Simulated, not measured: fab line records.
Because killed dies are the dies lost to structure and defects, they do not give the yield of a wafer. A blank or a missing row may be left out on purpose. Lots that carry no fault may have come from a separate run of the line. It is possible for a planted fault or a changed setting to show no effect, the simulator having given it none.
fab line records	flow nand-harc
record: lots: 24	wafers: 72	last-day: 33
route steps=1302 shown A_CHANNEL_FILL_D2@615 A_STAIRCASE@653
lots untouched by any fault: they come from a run of this same line in which no faults occurred
start-h: hours from the record's opening day to when the first of the lot's shown wafers began	wait-h: time in hours since the lot's previous step	" unchanged from the row above	L1.1+2: several wafers, shown together as one row	- no value present, or no start provided	* or withheld: withheld	< > ~ a bound
route shown NAME@n: NAME is a module with steps in the file, n the number in the route of the first one	usual: mean and standard deviation over wafers with no fault	same: alike in all rows	chamber/n: place in a boat	sites: readings site by site	_std_site: the standard deviation of these	_edge_site: mean of outer sites minus mean of inner sites	radius-mm: for every site, how far away it sits from the centre of the wafer	mask NAME#n: copy n	behind: the tool/chamber that last shaped the wafer	hold: the reason the lot was held/the length of the hold in hours/how it ended	device: transistor that didn't switch, given as n, p or np	end of line: the same wafers' tests at the end of the route	a step given without rows: its recipe and nothing more	killed: not the wafer's yield, but the dies lost to structure and defects at the first sort	map: a wafer's dies, x killed, . not, _ none there
set.NAME: the setting as run; set.NAME@STEP: as run at that earlier step	model.NAME: the simulator's own value behind a step, which no gauge read
a sample of lots followed through the steps of the route, with each step as a table and each wafer as a row
services: when a tool's chamber went out of use (start-h, in hours from the record's first day, below 0 if earlier), for how many hours, and the reason
== steps ==
step: NHARC_A_CHANNEL_FILL_D2_ALD_15
recipe: target-thk-a: 20	pulse-time-s: 60	ald-cycles: 19	temp-c: 630	pressure-torr: 2	material: SiNx
usual: chamber-pressure-Torr: 2.001/0.0045	precursor-pulse-height-rel: 0.999/0.019	susceptor-temp-C: 630.0/0.33
lot.wafer	tool	chamber	start-h	wait-h	chamber-pressure-Torr	precursor-pulse-height-rel	susceptor-temp-C
L074.1	ald-sin-batch-01	0	-	-	2.001	0.996	-
L074.3	"	0	"	"	2.000	1.054	-
L074.5	"	0	"	"	2.006	0.989	-
L075.3	ald-sin-batch-02	0	-	-	1.999	0.970	-
L075.4	"	0	"	"	1.991	1.017	-
L075.5	"	0	"	"	2.014	0.996	-
L077.2	ald-sin-batch-02	0	-	-	2.003	0.982	-
L077.4	"	0	"	"	2.001	1.006	-
L077.5	"	0	"	"	1.997	0.967	-
L076.2	ald-sin-batch-01	0	-	-	1.998	1.035	629.6
L076.3	"	0	"	"	2.002	0.971	629.9
L076.6	"	0	"	"	2.005	1.047	629.7
L078.2	ald-sin-batch-01	0	-	-	1.996	0.981	629.8
L078.4	"	0	"	"	1.998	1.008	630.7
L078.6	"	0	"	"	1.998	1.008	630.3
L079.1	ald-sin-batch-01	0	-	-	2.004	0.998	630.5
L079.2	"	0	"	"	2.004	0.993	630.4
L079.4	"	0	"	"	2.008	1.003	630.2
L080.4	ald-sin-batch-01	0	-	-	1.995	1.030	-
L080.5	"	0	"	"	1.995	1.030	-
L080.6	"	0	"	"	1.999	1.020	-
L081.1	ald-sin-batch-02	0	-	-	1.994	0.964	629.9
L081.2	"	0	"	"	2.010	1.002	629.9
L081.5	"	0	"	"	1.989	0.991	630.7
L082.1	ald-sin-batch-02	0	-	-	2.002	1.040	629.7
L082.4	"	0	"	"	1.996	1.013	629.7
L082.5	"	0	"	"	2.010	0.996	629.8
L083.1	ald-sin-batch-03	0	-	-	2.001	1.019	630.7
L083.2	"	0	"	"	1.997	0.988	630.4
L083.3	"	0	"	"	2.006	0.991	630.2
L084.1	ald-sin-batch-02	0	-	-	1.996	0.996	630.0
L084.3	"	0	"	"	2.009	0.984	629.7
L084.5	"	0	"	"	2.002	0.998	629.0
L085.1	ald-sin-batch-01	0	-	-	2.002	0.997	629.7
L085.2	"	0	"	"	2.000	0.986	629.8
L085.5	"	0	"	"	2.006	1.002	629.6
L086.1	ald-sin-batch-01	0	-	-	2.001	0.986	630.1
L086.3	"	0	"	"	2.006	1.012	630.1
L086.6	"	0	"	"	2.001	1.003	630.4
L087.3	ald-sin-batch-02	0	-	-	1.997	0.985	629.7
L087.4	"	0	"	"	1.994	1.027	630.1
L087.6	"	0	"	"	1.996	0.992	630.6
L088.1	ald-sin-batch-02	0	454.02	3.0	1.999	0.998	629.8
L088.2	"	0	"	"	2.000	0.992	630.2
L088.6	"	0	"	"	1.997	1.024	630.4
L089.1	ald-sin-batch-02	0	-	-	2.005	0.985	630.3
L089.3	"	0	"	"	2.002	1.000	629.6
L089.4	"	0	"	"	1.999	0.961	629.7
L090.3	ald-sin-batch-02	0	-	-	1.998	1.011	630.1
L090.5	"	0	"	"	1.999	1.002	629.9
L090.6	"	0	"	"	2.001	0.998	630.1
L091.1	ald-sin-batch-01	0	-	-	2.007	1.019	-
L091.3	"	0	"	"	2.002	0.953	-
L091.4	"	0	"	"	2.000	0.995	-
L092.2	ald-sin-batch-02	0	-	-	1.998	0.995	-
L092.3	"	0	"	"	1.999	1.025	-
L092.6	"	0	"	"	1.999	0.991	-
L093.2	ald-sin-batch-02	0	-	-	2.008	0.972	-
L093.5	"	0	"	"	1.999	0.996	-
L093.6	"	0	"	"	2.002	0.996	-
L094.3	ald-sin-batch-03	0	-	-	2.004	0.986	-
L094.4	"	0	"	"	1.996	0.990	-
L094.6	"	0	"	"	2.002	0.980	-
L095.2	ald-sin-batch-02	0	-	-	2.002	0.982	629.9
L095.4	"	0	"	"	2.000	0.999	629.5
L095.6	"	0	"	"	1.998	0.983	629.9
L096.3	ald-sin-batch-03	0	-	-	2.002	1.016	-
L096.4	"	0	"	"	1.995	0.984	-
L096.6	"	0	"	"	2.004	0.973	-
L097.2	ald-sin-batch-03	0	-	-	2.003	1.003	-
L097.3	"	0	"	"	2.010	0.984	-
L097.5	"	0	"	"	2.006	0.993	-
step: NHARC_A_CHANNEL_FILL_D2_ALD_16
recipe: target-thk-a: 15	pulse-time-s: 10	ald-cycles: 15	temp-c: 300	material: SiO2
usual: heater-power-w: 469/56	precursor-pulse-height-rel: 1.000/0.018	susceptor-temp-C: 300.00/0.19
lot.wafer	tool	chamber	start-h	wait-h	heater-power-w	precursor-pulse-height-rel	susceptor-temp-C
L074.1	ald-hk-03	3	309.82	0.1	417	1.001	-
L074.3	"	0	"	"	410	1.020	-
L074.5	"	3	"	"	404	1.023	-
L075.3	ald-hk-01	3	336.76	0.6	527	0.993	299.82
L075.4	"	0	"	"	478	1.010	300.22
L075.5	"	1	"	"	466	0.999	299.75
L077.4	ald-hk-01	3	336.93	0.7	526	0.970	300.01
L077.2	"	0	"	"	466	1.004	300.51
L077.5	"	2	"	"	445	1.032	299.87
L076.3	ald-hk-04	2	341.91	0.1	448	0.984	300.06
L076.2	"	0	"	"	516	1.022	300.10
L076.6	"	1	"	"	600	0.971	299.86
L078.4	ald-hk-04	3	356.69	0.1	460	0.997	300.11
L078.2	"	0	"	"	503	0.982	299.80
L078.6	"	2	"	"	461	1.002	300.61
L079.4	ald-hk-03	1	376.87	0.0	507	0.963	300.00
L079.2	"	2	"	"	434	1.001	299.73
L079.1	"	3	"	"	407	1.002	300.28
L080.4	ald-hk-04	1	380.68	0.1	605	1.024	299.96
L080.6	"	3	"	"	469	0.974	299.99
L080.5	"	0	"	"	504	1.007	299.86
L081.2	ald-hk-01	0	395.29	0.1	483	0.991	299.77
L081.1	"	1	"	"	485	0.968	300.38
L081.5	"	0	"	"	478	0.991	299.73
L082.1	ald-hk-04	2	399.45	0.1	437	0.963	299.90
L082.4	"	3	"	"	455	0.997	299.92
L082.5	"	0	"	"	503	0.998	299.75
L083.2	ald-hk-03	0	414.30	1.4	393	1.009	299.85
L083.1	"	1	"	"	509	0.998	300.17
L083.3	"	2	"	"	453	1.013	299.91
L084.1	ald-hk-04	0	419.26	0.0	506	1.031	300.34
L084.3	"	2	"	"	440	0.998	299.50
L084.5	"	1	"	"	588	1.037	299.74
L085.2	ald-hk-03	1	431.41	0.0	504	1.029	299.96
L085.1	"	0	"	"	388	1.010	299.99
L085.5	"	1	"	"	510	0.993	299.93
L086.3	ald-hk-04	2	431.42	0.0	460	0.998	299.67
L086.1	"	3	"	"	452	1.005	300.11
L086.6	"	3	"	"	450	1.028	300.06
L087.3	ald-hk-03	3	456.13	0.1	436	1.026	300.15
L087.4	"	0	"	"	387	1.000	300.13
L087.6	"	0	"	"	390	1.001	300.18
L088.2	ald-hk-03	3	456.29	0.2	433	1.015	300.16
L088.1	"	2	"	"	462	0.956	300.04
L088.6	"	3	"	"	432	1.003	299.88
L089.3	ald-hk-03	3	472.20	0.1	433	0.959	300.12
L089.1	"	0	"	"	388	0.987	300.06
L089.4	"	1	"	"	523	1.007	299.88
L090.3	ald-hk-01	2	472.21	0.1	435	1.003	-
L090.6	"	1	"	"	466	0.999	-
L090.5	"	2	"	"	435	1.004	-
L091.1	ald-hk-03	1	488.41	0.3	506	0.974	300.27
L091.3	"	3	"	"	431	0.976	300.28
L091.4	"	0	"	"	388	0.983	300.08
L092.3	ald-hk-04	2	491.18	0.0	426	0.991	300.02
L092.2	"	0	"	"	506	0.998	300.40
L092.6	"	2	"	"	427	1.007	299.85
L093.2	ald-hk-03	1	491.23	0.1	510	1.011	299.97
L093.6	"	3	"	"	425	1.019	300.02
L093.5	"	0	"	"	386	0.999	299.93
L094.3	ald-hk-01	2	518.24	0.0	430	1.012	299.98
L094.4	"	3	"	"	529	1.006	300.09
L094.6	"	2	"	"	437	1.028	299.87
L095.2	ald-hk-03	3	529.22	0.0	425	1.016	300.11
L095.4	"	1	"	"	525	1.011	299.71
L095.6	"	3	"	"	430	1.023	300.07
L096.4	ald-hk-04	0	532.37	0.0	500	0.993	299.93
L096.3	"	3	"	"	453	0.985	299.82
L096.6	"	1	"	"	610	0.977	300.31
L097.2	ald-hk-03	1	532.42	0.1	507	1.012	299.60
L097.3	"	2	"	"	468	1.004	299.94
L097.5	"	0	"	"	378	0.996	300.01
step: NHARC_A_CHANNEL_FILL_D2_STRIP_28
recipe: time-s: 20	o2-flow-sccm: 500	ar-flow-sccm: 0	bias-w: 0	chemistry: O2
usual: drypump-motor-current-A: 5.8/0.53	oes-product-au: 0.998/0.0076	rf-vpp-V: 57.9/0.94	showerhead-plenum-p-Torr: 3.55/0.16	throttle-valve-pct: 17.036/0.0087
lot.wafer	tool	chamber	start-h	wait-h	drypump-motor-current-A	oes-product-au	rf-hours-counter-h	rf-vpp-V	showerhead-plenum-p-Torr	throttle-valve-pct
L074.1	rie-diel-04	3	322.01	0.1	5.6	1.000	4	59.2	3.50	17.046
L074.3	"	2	"	"	6.5	0.998	4	58.4	3.77	17.030
L074.5	"	3	"	"	5.6	0.994	-	57.5	3.50	17.030
L077.2	rie-diel-04	2	348.25	0.1	6.5	1.004	5	59.0	3.77	17.046
L077.4	"	1	"	"	5.1	1.006	4	58.3	3.35	17.037
L077.5	"	3	"	"	5.6	1.011	-	57.0	3.50	17.030
L075.4	rie-diel-01	3	348.25	0.1	6.0	1.019	4	54.9	3.45	17.042
L075.3	"	1	"	"	6.4	1.003	4	57.7	3.33	17.036
L075.5	"	3	"	"	6.1	1.002	-	57.7	3.45	17.030
L076.3	rie-diel-01	3	353.96	0.1	6.1	1.002	4	57.9	3.45	17.039
L076.2	"	1	"	"	6.4	0.995	4	56.9	3.33	17.049
L076.6	"	3	"	"	6.0	1.006	-	58.3	3.45	17.037
L078.2	rie-diel-01	2	368.68	0.1	6.0	0.991	4	58.0	3.61	17.023
L078.4	"	0	"	"	5.9	1.003	4	57.4	3.79	17.040
L078.6	"	3	"	"	6.1	0.996	-	58.0	3.45	17.032
L079.4	rie-diel-04	2	388.92	0.1	6.5	1.000	1	59.3	3.77	17.029
L079.2	"	3	"	"	5.7	1.002	1	58.0	3.50	17.035
L079.1	"	0	"	"	4.9	1.007	1	56.5	3.63	17.037
L080.4	rie-diel-04	3	392.65	0.1	5.6	0.990	1	58.0	3.50	17.024
L080.5	"	2	"	"	6.5	1.006	-	59.3	3.77	17.023
L080.6	"	3	"	"	5.6	1.003	-	58.1	3.50	17.023
L081.2	rie-diel-04	3	407.31	0.1	5.6	0.990	2	59.3	3.50	17.040
L081.1	"	0	"	"	4.9	1.005	2	56.7	3.63	17.034
L081.5	"	2	"	"	6.5	0.993	-	58.6	3.77	17.029
L082.1	rie-diel-04	2	414.48	0.1	6.5	1.019	2	57.3	3.77	17.024
L082.4	"	3	"	"	5.6	1.001	2	56.6	3.50	17.028
L082.5	"	2	"	"	6.5	1.001	-	58.2	3.77	17.043
L083.1	rie-diel-01	2	428.06	0.1	6.0	0.989	1	57.7	3.61	17.044
L083.2	"	3	"	"	6.0	0.993	1	56.9	3.45	17.028
L083.3	"	1	"	"	6.4	0.994	1	57.6	3.33	17.050
L084.1	rie-diel-01	0	431.48	0.1	5.9	0.995	1	57.9	3.79	17.039
L084.3	"	1	"	"	6.4	0.989	1	57.1	3.33	17.033
L084.5	"	2	"	"	6.0	0.995	-	58.8	3.61	17.041
L086.3	rie-diel-04	0	442.96	0.1	4.9	0.994	3	58.2	3.63	17.022
L086.1	"	2	"	"	6.5	1.002	3	57.7	3.77	17.023
L086.6	"	3	"	"	5.6	0.994	-	57.5	3.50	17.046
L085.2	rie-diel-03	3	442.97	0.1	5.9	1.001	28	57.8	3.41	17.033
L085.1	"	1	"	"	5.4	1.003	28	58.2	3.68	17.054
L085.5	"	3	"	"	5.9	0.999	-	56.8	3.41	17.036
L088.2	rie-diel-03	0	468.49	0.1	5.3	0.993	0	56.7	3.28	17.028
L088.1	"	1	"	"	5.4	1.010	0	58.3	3.68	17.035
L088.6	"	1	"	"	5.4	1.007	-	58.6	3.68	17.053
L087.4	rie-diel-04	2	468.51	0.1	6.5	1.001	3	58.5	3.77	17.034
L087.3	"	0	"	"	4.9	0.996	3	55.8	3.63	17.026
L087.6	"	3	"	"	5.7	0.979	-	57.2	3.50	17.026
L089.1	rie-diel-04	0	484.31	0.1	4.9	1.000	3	58.1	3.63	17.029
L089.3	"	1	"	"	5.1	0.993	3	55.9	3.35	17.033
L089.4	"	2	"	"	6.5	1.008	3	58.2	3.77	17.044
L090.3	rie-diel-03	2	484.31	0.1	6.3	1.000	3	59.2	3.55	17.042
L090.6	"	2	"	"	6.3	1.013	-	56.5	3.55	17.031
L090.5	"	3	"	"	5.9	1.000	-	57.4	3.40	17.035
L091.4	rie-diel-03	2	500.03	0.1	6.2	0.997	4	57.3	3.55	17.040
L091.1	"	0	"	"	5.3	0.984	3	57.3	3.28	17.030
L091.3	"	1	"	"	5.4	1.001	3	58.4	3.68	17.043
L093.2	rie-diel-01	0	503.86	0.1	5.9	0.995	3	59.2	3.79	17.036
L093.6	"	0	"	"	5.9	1.001	-	59.5	3.79	17.048
L093.5	"	1	"	"	6.4	0.992	-	58.0	3.33	17.035
L092.3	rie-diel-04	3	503.89	0.1	5.7	0.994	4	57.6	3.50	17.032
L092.2	"	0	"	"	4.9	0.996	4	57.3	3.62	17.044
L092.6	"	1	"	"	5.1	0.979	-	56.7	3.35	17.034
L094.3	rie-diel-01	0	531.56	0.1	5.9	1.002	4	59.0	3.79	17.028
L094.4	"	2	"	"	6.0	0.984	4	58.8	3.61	17.033
L094.6	"	3	"	"	6.0	0.990	-	58.4	3.45	17.051
L095.2	rie-diel-04	3	541.46	0.1	5.6	0.995	0	57.5	3.49	17.049
L095.4	"	0	"	"	4.9	1.000	0	58.6	3.62	17.029
L095.6	"	2	"	"	6.5	0.992	-	58.0	3.77	17.038
L096.4	rie-diel-04	1	545.22	0.1	5.1	1.002	0	58.7	3.35	17.034
L096.3	"	0	"	"	4.9	0.983	0	58.6	3.62	17.026
L096.6	"	2	"	"	6.5	0.994	-	58.7	3.77	17.037
L097.3	rie-diel-01	2	545.23	0.1	6.0	0.996	4	59.4	3.61	17.037
L097.2	"	0	"	"	6.0	1.003	4	58.3	3.79	17.027
L097.5	"	1	"	"	6.4	1.000	-	56.9	3.33	17.031
step: NHARC_A_STAIRCASE_STRIP_171
recipe: power-w: 1500	temp-c: 250	chemistry: O2
usual: drypump-motor-current-A: 5.78/0.17	heater-power-w: 361/34	temp-c: 250.02/0.18
lot.wafer	tool	chamber	start-h	wait-h	drypump-motor-current-A	heater-power-w	rf-hours-counter-h	temp-c
L074.1	plasma-asher-02	0	347.17	-	5.76	329	17	250.17
L074.3	"	1	"	"	5.60	396	-	250.23
L074.5	"	1	"	"	5.61	382	-	249.90
L077.2	plasma-asher-02	1	373.81	-	5.61	396	23	249.78
L077.4	"	1	"	"	5.64	377	-	249.83
L077.5	"	0	"	"	5.72	325	-	249.96
L075.3	plasma-asher-01	0	373.82	-	5.77	331	-	250.00
L075.4	"	1	"	"	6.02	417	-	250.02
L075.5	"	1	"	"	6.04	409	-	249.91
L076.2	plasma-asher-02	1	381.26	-	5.62	399	24	250.26
L076.3	"	0	"	"	5.72	319	-	250.11
L076.6	"	0	"	"	5.73	329	-	250.00
L078.2	plasma-asher-01	0	393.41	-	5.76	338	7	250.21
L078.4	"	0	"	"	5.75	329	-	250.16
L078.6	"	1	"	"	6.07	398	-	250.31
L079.1	plasma-asher-02	0	414.51	-	5.71	320	32	249.74
L079.2	"	1	"	"	5.60	404	32	249.99
L079.4	"	0	"	"	5.71	323	-	249.95
L080.4	plasma-asher-01	1	420.42	-	6.07	405	-	249.95
L080.6	"	1	"	"	6.05	409	-	250.14
L080.5	"	0	"	"	5.77	332	-	250.04
L081.1	plasma-asher-01	1	433.16	-	6.07	401	15	249.92
L081.2	"	0	"	"	5.76	336	15	250.04
L081.5	"	1	"	"	6.06	404	-	250.33
L082.1	plasma-asher-01	1	442.34	-	6.05	399	18	250.10
L082.4	"	1	"	"	6.04	411	-	249.79
L082.5	"	0	"	"	5.78	332	-	250.05
L083.1	plasma-asher-01	0	453.49	-	5.77	334	20	249.84
L083.2	"	1	"	"	6.06	405	20	250.10
L083.3	"	0	"	"	5.75	332	-	249.83
L084.1	plasma-asher-01	0	458.01	-	5.74	336	21	249.97
L084.3	"	1	"	"	6.05	404	-	250.13
L084.5	"	1	"	"	6.05	392	-	249.93
L085.2	plasma-asher-02	0	468.15	-	5.70	328	8	250.32
L085.1	"	1	"	"	5.61	380	8	250.19
L085.5	"	1	"	"	5.58	365	-	250.24
L086.1	plasma-asher-02	0	472.04	-	5.72	334	9	249.86
L086.3	"	0	"	"	5.72	333	-	249.63
L086.6	"	1	"	"	5.55	385	-	250.17
L087.4	plasma-asher-02	0	495.13	-	5.71	319	-	250.20
L087.3	"	1	"	"	5.58	389	-	250.23
L087.6	"	1	"	"	5.60	370	-	249.88
L088.1	plasma-asher-01	1	495.21	-	6.05	404	29	250.35
L088.2	"	0	"	"	5.75	330	29	250.02
L088.6	"	1	"	"	6.05	415	-	250.01
L090.3	plasma-asher-02	0	509.56	-	5.73	333	-	249.68
L090.5	"	0	"	"	5.73	326	-	249.89
L090.6	"	1	"	"	5.60	380	-	249.70
L089.1	plasma-asher-01	0	513.51	-	5.77	332	32	249.65
L089.3	"	1	"	"	6.07	400	-	249.71
L089.4	"	0	"	"	5.76	329	-	249.86
L091.1	plasma-asher-02	0	525.80	-	5.71	325	21	250.18
L091.4	"	0	"	"	5.69	336	-	250.25
L091.3	"	1	"	"	5.62	371	-	249.80
L093.2	plasma-asher-01	0	529.18	-	5.76	325	0	250.06
L093.5	"	1	"	"	6.03	394	-	250.24
L093.6	"	0	"	"	5.78	327	-	250.18
L092.2	plasma-asher-02	1	529.40	-	5.58	383	23	249.86
L092.3	"	1	"	"	5.58	380	-	249.76
L092.6	"	1	"	"	5.60	379	-	249.90
L094.3	plasma-asher-02	1	556.32	-	5.62	377	-	249.83
L094.4	"	0	"	"	5.70	326	-	250.14
L094.6	"	0	"	"	5.71	332	-	250.30
L095.2	plasma-asher-01	1	566.67	-	6.06	388	6	249.74
L095.4	"	1	"	"	6.05	400	-	250.12
L095.6	"	0	"	"	5.76	330	-	249.77
L097.2	plasma-asher-01	0	570.38	-	5.77	327	8	250.14
L097.3	"	1	"	"	6.03	390	-	249.96
L097.5	"	1	"	"	6.04	401	-	250.09
L096.3	plasma-asher-02	0	570.59	-	5.72	330	-	250.09
L096.4	"	1	"	"	5.56	380	-	249.83
L096.6	"	0	"	"	5.73	323	-	249.88
step: NHARC_A_STAIRCASE_ETCH_27
recipe: target-depth-a: 1000	time-s: 40.5	ion-energy-ev: 400	c4f8-flow-sccm: 20	o2-flow-sccm: 10	ar-flow-sccm: withheld	rf-w: 600	bias-w: 1000	chemistry: C4F8/O2
usual: oes-product-au: 0.943/0.01	rf-vpp-V: 895/5.1
lot.wafer	tool	chamber	start-h	wait-h	oes-product-au	rf-hours-counter-h	rf-vpp-V
L074.3	rie-diel-08	0	-	-	0.936	47	898
L074.1	"	3	"	"	0.940	50	898
L074.5	"	1	"	"	0.952	-	889
L077.4	rie-diel-05	3	-	-	0.966	51	896
L077.2	"	1	"	"	0.952	44	891
L077.5	"	2	"	"	0.958	-	892
L075.3	rie-diel-13	2	-	-	0.931	8	893
L075.4	"	0	"	"	0.934	10	893
L075.5	"	2	"	"	0.935	-	895
L076.3	rie-diel-13	0	-	-	0.924	12	892
L076.2	"	2	"	"	0.934	11	894
L076.6	"	0	"	"	0.932	-	891
L078.2	rie-diel-08	0	-	-	0.958	6	898
L078.4	"	2	"	"	0.930	5	906
L078.6	"	0	"	"	0.966	-	899
L079.2	rie-diel-08	3	-	-	0.957	15	898
L079.4	"	0	"	"	0.965	13	897
L079.1	"	2	"	"	0.939	13	906
L080.4	rie-diel-05	0	-	-	0.932	3	894
L080.5	"	0	"	"	0.930	-	895
L080.6	"	1	"	"	0.931	-	892
L081.1	rie-diel-08	3	-	-	0.947	22	899
L081.2	"	2	"	"	0.942	20	906
L081.5	"	3	"	"	0.945	-	897
L082.4	rie-diel-13	0	-	-	0.941	31	892
L082.1	"	1	"	"	0.951	29	903
L082.5	"	0	"	"	0.949	-	891
L083.1	rie-diel-08	3	-	-	0.943	27	898
L083.3	"	0	"	"	0.954	23	897
L083.2	"	1	"	"	0.943	22	888
L084.3	rie-diel-05	0	-	-	0.938	16	895
L084.1	"	1	"	"	0.938	17	891
L084.5	"	0	"	"	0.936	-	895
L085.2	rie-diel-08	2	-	-	0.941	28	905
L085.1	"	3	"	"	0.927	30	896
L085.5	"	0	"	"	0.951	-	897
L086.3	rie-diel-08	0	-	-	0.934	28	896
L086.1	"	2	"	"	0.953	30	905
L086.6	"	0	"	"	0.935	-	897
L088.1	rie-diel-05	0	-	-	0.964	31	894
L088.2	"	2	"	"	0.947	26	893
L088.6	"	0	"	"	0.960	-	894
L087.4	rie-diel-08	3	-	-	0.927	37	899
L087.3	"	0	"	"	0.941	33	898
L087.6	"	2	"	"	0.947	-	905
L090.3	rie-diel-13	2	-	-	0.935	59	894
L090.6	"	0	"	"	0.935	-	892
L090.5	"	1	"	"	0.960	-	903
L089.3	rie-diel-13	1	-	-	0.954	58	902
L089.4	"	3	"	"	0.924	60	890
L089.1	"	0	"	"	0.939	55	891
L091.3	rie-diel-08	3	-	-	0.940	46	897
L091.1	"	0	"	"	0.951	43	897
L091.4	"	2	"	"	0.946	49	905
L093.2	rie-diel-05	3	-	-	0.928	40	895
L093.5	"	0	"	"	0.939	-	895
L093.6	"	1	"	"	0.948	-	889
L092.3	rie-diel-05	2	-	-	0.952	40	891
L092.2	"	3	"	"	0.941	40	893
L092.6	"	2	"	"	0.952	-	892
L094.3	rie-diel-13	1	-	-	0.935	14	902
L094.4	"	0	"	"	0.935	13	889
L094.6	"	1	"	"	0.940	-	902
L095.4	rie-diel-13	3	-	-	0.939	18	890
L095.2	"	0	"	"	0.944	15	891
L095.6	"	2	"	"	0.948	-	893
L097.3	rie-diel-08	2	-	-	0.936	7	904
L097.2	"	0	"	"	0.962	5	897
L097.5	"	2	"	"	0.956	-	904
L096.3	rie-diel-08	3	-	-	0.952	8	897
L096.4	"	0	"	"	0.941	5	896
L096.6	"	1	"	"	0.938	-	888
step: NHARC_A_STAIRCASE_STRIP_175
recipe: power-w: 1500	temp-c: 250	chemistry: O2
usual: drypump-motor-current-A: 5.79/0.16	heater-power-w: 362/34	temp-c: 249.99/0.15
lot.wafer	tool	chamber	start-h	wait-h	drypump-motor-current-A	heater-power-w	rf-hours-counter-h	temp-c
L074.1	plasma-asher-02	0	353.77	0.1	5.71	325	19	250.16
L074.3	"	0	"	"	5.72	326	-	250.05
L074.5	"	0	"	"	5.72	322	-	250.31
L077.2	plasma-asher-01	0	377.63	0.1	5.76	326	5	249.97
L077.4	"	0	"	"	5.75	332	-	249.96
L077.5	"	1	"	"	6.05	402	-	250.18
L075.3	plasma-asher-02	0	378.25	0.2	5.74	324	-	249.93
L075.4	"	1	"	"	5.60	391	-	250.18
L075.5	"	0	"	"	5.75	331	-	250.04
L076.2	plasma-asher-01	0	385.04	0.1	5.77	334	6	249.72
L076.3	"	1	"	"	6.05	398	-	250.13
L076.6	"	1	"	"	6.05	403	-	249.75
L078.2	plasma-asher-01	0	397.10	0.1	5.75	331	8	250.00
L078.4	"	1	"	"	6.04	404	-	249.98
L078.6	"	1	"	"	6.02	402	-	249.85
L079.1	plasma-asher-02	0	420.91	0.1	5.71	314	32	249.91
L079.2	"	1	"	"	5.62	394	32	250.05
L079.4	"	1	"	"	5.61	389	-	249.76
L080.4	plasma-asher-02	1	424.70	0.2	5.62	401	-	250.07
L080.6	"	0	"	"	5.71	326	-	250.11
L080.5	"	1	"	"	5.63	391	-	250.13
L081.2	plasma-asher-02	0	437.02	0.1	5.74	323	0	250.09
L081.1	"	1	"	"	5.57	385	0	249.81
L081.5	"	0	"	"	5.74	328	-	250.17
L082.1	plasma-asher-01	1	445.89	0.1	6.05	404	19	250.40
L082.4	"	0	"	"	5.75	333	-	250.02
L082.5	"	0	"	"	5.73	337	-	250.12
L083.2	plasma-asher-01	0	457.46	0.1	5.76	332	21	250.30
L083.1	"	1	"	"	6.05	412	21	249.99
L083.3	"	0	"	"	5.73	340	-	249.97
L084.1	plasma-asher-02	0	462.39	0.1	5.72	327	6	249.96
L084.3	"	1	"	"	5.64	381	-	249.91
L084.5	"	1	"	"	5.60	387	-	249.95
L085.2	plasma-asher-01	1	471.73	0.1	6.03	404	24	250.03
L085.1	"	0	"	"	5.78	333	24	249.88
L085.5	"	1	"	"	6.04	406	-	250.21
L086.1	plasma-asher-02	1	476.70	0.1	5.60	375	9	249.92
L086.3	"	0	"	"	5.72	332	-	249.73
L086.6	"	0	"	"	5.72	325	-	249.84
L088.1	plasma-asher-01	0	499.68	0.1	5.76	336	29	250.07
L088.2	"	1	"	"	6.04	403	29	249.94
L088.6	"	0	"	"	5.73	333	-	250.00
L087.3	plasma-asher-02	1	499.89	0.2	5.61	378	-	249.96
L087.4	"	0	"	"	5.76	324	-	249.98
L087.6	"	0	"	"	5.74	326	-	250.01
L090.3	plasma-asher-01	0	513.28	0.2	5.76	340	-	249.62
L090.6	"	0	"	"	5.76	341	-	249.89
L090.5	"	1	"	"	6.05	403	-	249.85
L089.1	plasma-asher-01	1	517.15	0.1	6.05	394	32	249.93
L089.4	"	1	"	"	6.07	409	-	250.04
L089.3	"	0	"	"	5.76	334	-	249.75
L091.1	plasma-asher-01	1	529.49	0.1	6.05	406	0	249.99
L091.3	"	1	"	"	6.05	395	-	250.05
L091.4	"	0	"	"	5.76	328	-	250.15
L093.2	plasma-asher-01	1	533.34	0.1	6.06	394	1	249.87
L093.6	"	1	"	"	6.05	392	-	250.06
L093.5	"	0	"	"	5.74	339	-	250.14
L092.2	plasma-asher-02	1	534.46	0.1	5.60	377	23	250.01
L092.3	"	1	"	"	5.62	390	-	250.22
L092.6	"	1	"	"	5.60	377	-	250.24
L094.4	plasma-asher-02	1	560.02	0.2	5.63	385	-	250.00
L094.3	"	0	"	"	5.73	330	-	250.07
L094.6	"	0	"	"	5.74	335	-	249.89
L095.2	plasma-asher-01	1	570.84	0.1	6.04	399	8	250.03
L095.4	"	1	"	"	6.06	400	-	250.21
L095.6	"	0	"	"	5.76	332	-	249.98
L097.2	plasma-asher-02	1	574.15	0.1	5.57	391	31	249.97
L097.3	"	0	"	"	5.74	332	-	249.94
L097.5	"	1	"	"	5.60	370	-	250.07
L096.4	plasma-asher-01	1	574.67	0.2	6.06	409	-	249.79
L096.3	"	0	"	"	5.76	326	-	249.83
L096.6	"	0	"	"	5.75	332	-	249.84
== services ==
tool	chamber	start-h	hours	kind
plasma-asher-01	-	296.23	1.5	repair
rie-diel-08	-	332.90	0.5	repair
plasma-asher-01	-	342.58	9.0	pm
rie-diel-13	-	342.96	9.0	pm
plasma-asher-02	-	345.42	1.7	repair
rie-diel-04	-	354.95	9.0	pm
rie-diel-08	-	367.82	9.0	pm
plasma-asher-01	-	379.02	0.7	repair
rie-diel-01	-	380.95	9.0	pm
ald-hk-03	-	392.54	10.0	pm
ald-hk-04	-	425.34	0.7	repair
plasma-asher-02	-	427.07	9.0	pm
ald-hk-04	-	434.83	10.0	pm
rie-diel-01	3	446.35	7.4	repair
ald-sin-batch-02	-	494.07	15.9	repair
rie-diel-04	2	507.63	9.1	repair
ald-sin-batch-01	-	509.14	26.0	pm
rie-diel-04	1	513.80	6.0	repair
plasma-asher-01	-	519.58	9.0	pm
rie-diel-04	0	523.55	6.1	repair
rie-diel-04	-	531.95	9.0	pm
rie-diel-08	-	544.82	9.0	pm
rie-diel-01	-	557.95	9.0	pm
ald-hk-03	-	570.54	10.0	pm
== key ==
fault none
